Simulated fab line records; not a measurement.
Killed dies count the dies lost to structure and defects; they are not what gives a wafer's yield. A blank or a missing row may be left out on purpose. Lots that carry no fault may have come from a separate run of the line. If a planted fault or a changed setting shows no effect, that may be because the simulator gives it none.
Split-lot trial | flow n5-finfet | 21 wafers read across 7 lots, on a route 1938 steps long

## ABOUT THE SPLIT
At N5_PASSIVATION_VIA_ETCH_13 (etches SiO2 in CHF3/O2, target depth 660 nm, time 330 s), the setting source-w was moved away from the recipe's 650 W on 7 of the 21 wafers read, by -11.2% to +16.8%. All remaining wafers had this setting at the recipe value.

Reading taken at the split's own step.

## THE READING
rf-vpp-V, in V, at N5_PASSIVATION_VIA_ETCH_13 (etches SiO2 in CHF3/O2, target depth 660 nm, time 330 s). Fault-free wafers of this fab line usually give 523 V, standard deviation 11 V.

wafer  | tool, chamber at the split | source-w as run, W | against the recipe | rf-vpp-V, V | against lot-mates on the recipe
L075.1 | rie-diel-02, 3             | 723.7              | +11.3%             | 503         | no lot-mate on the recipe
L075.4 | rie-diel-02, 2             | 723.7              | +11.3%             | 508         | no lot-mate on the recipe
L075.6 | rie-diel-02, 3             | 723.7              | +11.3%             | 502         | no lot-mate on the recipe
L076.1 | rie-diel-03, 0             | 650                | recipe             | 520         | -
L076.4 | rie-diel-03, 1             | 759.2              | +16.8%             | 465         | -55
L076.6 | rie-diel-03, 0             | 650                | recipe             | 520         | -
L078.1 | rie-diel-02, 1             | 650                | recipe             | 519         | -
L078.2 | rie-diel-02, 0             | 650                | recipe             | 529         | -
L078.6 | rie-diel-02, 0             | 650                | recipe             | 526         | -
L085.1 | rie-diel-02, 3             | 650                | recipe             | 531         | -
L085.4 | rie-diel-02, 2             | 650                | recipe             | 536         | -
L085.5 | rie-diel-02, 2             | 577                | -11.2%             | 567         | +34
L089.3 | rie-diel-04, 0             | 584.1              | -10.1%             | 557         | +28
L089.5 | rie-diel-04, 1             | 584.1              | -10.1%             | 566         | +37
L089.6 | rie-diel-04, 0             | 650                | recipe             | 529         | -
L093.4 | rie-diel-03, 3             | 650                | recipe             | 506         | -
L093.5 | rie-diel-03, 0             | 650                | recipe             | 518         | -
L093.6 | rie-diel-03, 3             | 650                | recipe             | 509         | -
L097.3 | rie-diel-02, 3             | 650                | recipe             | 530         | -
L097.5 | rie-diel-02, 2             | 650                | recipe             | 537         | -
L097.6 | rie-diel-02, 3             | 650                | recipe             | 530         | -

FIT RESULTS
A straight line over all 21 wafers: rf-vpp-V changes by -2.96 V for each +1% of source-w; r = -0.91; the points scatter about the line by 10 V.
The same after taking each lot's own level away (the mean of its wafers on the recipe; 18 wafers): -3.2 V for each +1%; r = -0.98; scatter 3.7 V.
According to that fit, moving source-w by its largest amount changes the reading by 54 V.
The lots' own levels span 511.0 to 533.5 V, that is 2.0 times the standard deviation above.
Consequently the slope shifts little with the lot-to-lot level, the two slopes agreeing.
Check: -52.4 V against its lot-mates is what the line predicts for one of the wafers moved furthest among these (+16.8%) when that wafer is left out of the fit. It came out at -55 V against them.
Tool readings at the split's step, against how far the setting was moved: rf-vpp-V r = -0.91.

## OTHER SPLITS APPLIED TO THESE WAFERS
Other splits were also applied to these wafers ahead of the reading. Each is held against what the fit with the lots' levels taken away leaves over:
other split on the same wafers    | wafers away from the commonest value | r with rf-vpp-V (lot level and that fit taken away)
N5_BEOL_M14_TRENCH_ETCH_34 time-s | 5                                    | -0.12

## THE FILE'S OWN FIT
rf-vpp-V changes by -3.22 V for each +1% of source-w, r = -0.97.
